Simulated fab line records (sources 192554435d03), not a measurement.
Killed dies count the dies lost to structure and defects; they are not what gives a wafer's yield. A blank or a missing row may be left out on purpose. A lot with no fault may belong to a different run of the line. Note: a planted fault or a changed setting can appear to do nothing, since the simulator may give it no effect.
3 desks, one fault / flow n5-finfet / numbers are kept per desk, each desk with only its own; the story behind them comes last

AT THE TOOL OWNER'S DESK: ald-sin-02
The tool's own readings at N5_SPACER0_ALD_00 (deposits SiOCN, target thk 3.5 nm, pulse time 3 s, purge time 2 s): means of the sampled wafers that have a number, for each lot that ran on this tool. The brackets show how far a lot's mean lies from the usual mean; more than 4 standard deviations puts the lot out of limits, marked OUT.
Columns: A = heater-power-w at N5_SPACER0_ALD_00, usual 780 W; B = precursor-pulse-height-rel at N5_SPACER0_ALD_00, usual 1.002
lot=L712; first seen here=day 3 06:28; A=752; B=1.000
lot=L728; first seen here=day 7 08:58; A=740; B=0.990
lot=L729; first seen here=day 7 16:45; A=782; B=1.002
lot=L734; first seen here=day 8 20:17; A=771; B=0.982
This desk's verdict: no lot among the 4 shows anything out of limits.

FROM THE METROLOGY DESK
What the gauges read, lot by lot, whatever tool the lot ran on: means of the sampled wafers that have a number. The brackets show how far a lot's mean lies from the usual mean; more than 4 standard deviations puts the lot out of limits, marked OUT.
Columns: A = cd-nm at N5_DUMMY_GATE_CD_MEAS_24, usual 15.2 nm; B = cd-nm at N5_SD_EPI_N_CD_MEAS_09, usual 120.5 nm; C = SD_N_BLK_OVL at N5_SD_EPI_N_OVL_MEAS_10, usual 0.0 nm
lot=L712; first seen here=day 3 05:32; A=15.3; B=121.9; C=-0.1
lot=L719; first seen here=day 5 01:49; A=15.1; B=120.8; C=-0.8
lot=L721; first seen here=day 5 13:01; A=15.2; B=120.7; C=-0.1
lot=L725; first seen here=day 6 13:56; A=14.7; B=119.7; C=0.3
lot=L728; first seen here=day 7 08:29; A=15.2; B=121.1; C=-0.9
lot=L729; first seen here=day 7 16:17; A=15.1; B=120.5; C=-0.4
lot=L734; first seen here=day 8 18:55; A=15.4; B=119.8; C=-0.3
This desk's verdict: no lot among the 7 shows anything out of limits.

THE DEFECT DESK
Per lot, the means of the sampled wafers with a number show what the inspections along the route counted. The brackets show how far a lot's mean lies from the usual mean; more than 4 standard deviations puts the lot out of limits, marked OUT.
Columns: A = raw-defect-count at N5_DUMMY_GATE_INSPECT_27, usual 304; B = raw-defect-count at N5_SPACER0_INSPECT_04, usual 138; C = raw-defect-count at N5_SD_EPI_N_INSPECT_11, usual 2.3
lot=L712; first seen here=day 3 05:50; A=207; B=107; C=0.7
lot=L719; first seen here=day 5 02:06; A=418; B=188; C=3.3
lot=L721; first seen here=day 5 13:19; A=291; B=109; C=2.7
lot=L725; first seen here=day 6 14:13; A=284; B=114; C=2.3
lot=L728; first seen here=day 7 08:46; A=268; B=112; C=2.5
lot=L729; first seen here=day 7 16:34; A=320; B=146; C=1.5
lot=L734; first seen here=day 8 19:11; A=308; B=138; C=2.0
This desk's verdict: no lot among the 7 shows anything out of limits.

TAKEN TOGETHER
The tool owner's desk saw nothing out of limits.
At the metrology desk, nothing out of limits was observed.
Nothing the defect desk looked at was out of limits.

WHAT THE SIMULATOR HAD INSERTED
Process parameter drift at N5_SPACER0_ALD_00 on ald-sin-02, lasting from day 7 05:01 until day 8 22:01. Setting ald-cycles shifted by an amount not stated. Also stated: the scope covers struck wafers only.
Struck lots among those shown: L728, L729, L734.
